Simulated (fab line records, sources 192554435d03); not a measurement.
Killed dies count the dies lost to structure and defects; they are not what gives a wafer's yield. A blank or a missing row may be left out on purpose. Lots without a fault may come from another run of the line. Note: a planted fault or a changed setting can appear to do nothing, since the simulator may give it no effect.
Matching of chambers    flow n5 finfet    3 sister chambers for N5_BEOL_M2_PRE_CLEAN_60 on cvd co-01
The step time 15 s. 6 wafers are shown with their chamber, then 11 later ones without.

## WAFERS, EACH WITH ITS CHAMBER
wafer   chamber  heater power w (W)
L090.4  2        91
L090.6  1        82
L088.2  0        78
L088.3  2        91
L088.6  0        82
L091.2  1        84

## WAFERS WHOSE CHAMBER IS MISSING
wafer   heater power w (W)
L091.5  83
L091.6  90
L092.1  81
L092.2  83
L092.4  81
L094.1  79
L094.3  84
L094.4  83
L097.1  80
L097.5  80
L097.6  91

## THE CHAMBER EACH PASSED THROUGH
wafer   from the rows above      in truth
L091.5  can't be placed: 1 or 0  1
L091.6  2                        2
L092.1  can't be placed: 0 or 1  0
L092.2  can't be placed: 1 or 0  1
L092.4  can't be placed: 0 or 1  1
L094.1  can't be placed: 0 or 1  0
L094.3  can't be placed: 1 or 0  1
L094.4  can't be placed: 1 or 0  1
L097.1  can't be placed: 0 or 1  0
L097.5  can't be placed: 0 or 1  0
L097.6  2                        2
Correctly placed: 2 of 11. Not placeable from these rows: 9 (in 9, the candidates include the true chamber). Placed wrongly: 0.
How it was worked out, from the rows above alone: a wafer's distance from a chamber is the root of the sum, over the readings, of the square of ((its reading less the chamber's mean) divided by the reading's scatter). If the next closest chamber is less than 2 further off than the closest, the wafer can't be placed; otherwise it belongs to the closest. A chamber's mean is the mean of its shown wafers. How the scatter is found: for the shown wafers, subtract from each reading the mean of its chamber, square and add these, divide the total by (wafers less chambers), then take the root.
